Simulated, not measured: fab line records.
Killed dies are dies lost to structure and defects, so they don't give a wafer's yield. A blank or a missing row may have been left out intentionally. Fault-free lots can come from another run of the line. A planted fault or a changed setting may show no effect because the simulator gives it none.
Matching of chambers ; flow nandHarc ; rieDiel-02 running NHARC_P_ZERO_WELL_DESCUM_26: 4 sister chambers
The step chemistry O2, time 3 s. 4 wafers are shown with their chamber, then 7 later ones without.

## WAFERS, EACH WITH ITS CHAMBER
wafer;chamber;showerheadPlenumPTorr (Torr)
L111.2;2;1.82
L111.3;1;2.07
L112.2;3;1.87
L112.3;0;1.85

## WAFERS WHOSE CHAMBER IS MISSING
wafer;showerheadPlenumPTorr (Torr)
L112.6;1.87
L114.3;1.82
L114.5;2.06
L114.6;1.82
L122.2;1.84
L122.3;1.86
L122.4;2.06

## EACH ONE'S CHAMBER
wafer;from the rows above;in truth
L112.6;3;3
L114.3;2;2
L114.5;1;1
L114.6;2;2
L122.2;can't be placed: 0 or 2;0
L122.3;can't be placed: 0 or 3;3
L122.4;1;1
Correct placement for 5 of the 7. These rows do not allow placing 2 (true chamber among the candidates in 2). 0 placed wrongly.
How it was worked out, from the rows above alone: a wafer's distance from a chamber is the root of the sum, over the readings, of the square of ((its reading less the chamber's mean) divided by the reading's scatter). The wafer belongs to the nearest chamber; if the next one is less than 2 further off, it can't be placed. A chamber's mean is the mean of its shown wafers. The scatter (one wafer shown for each chamber): square how far every hidden wafer sits from the nearest shown wafer, average those squares and take the square root.
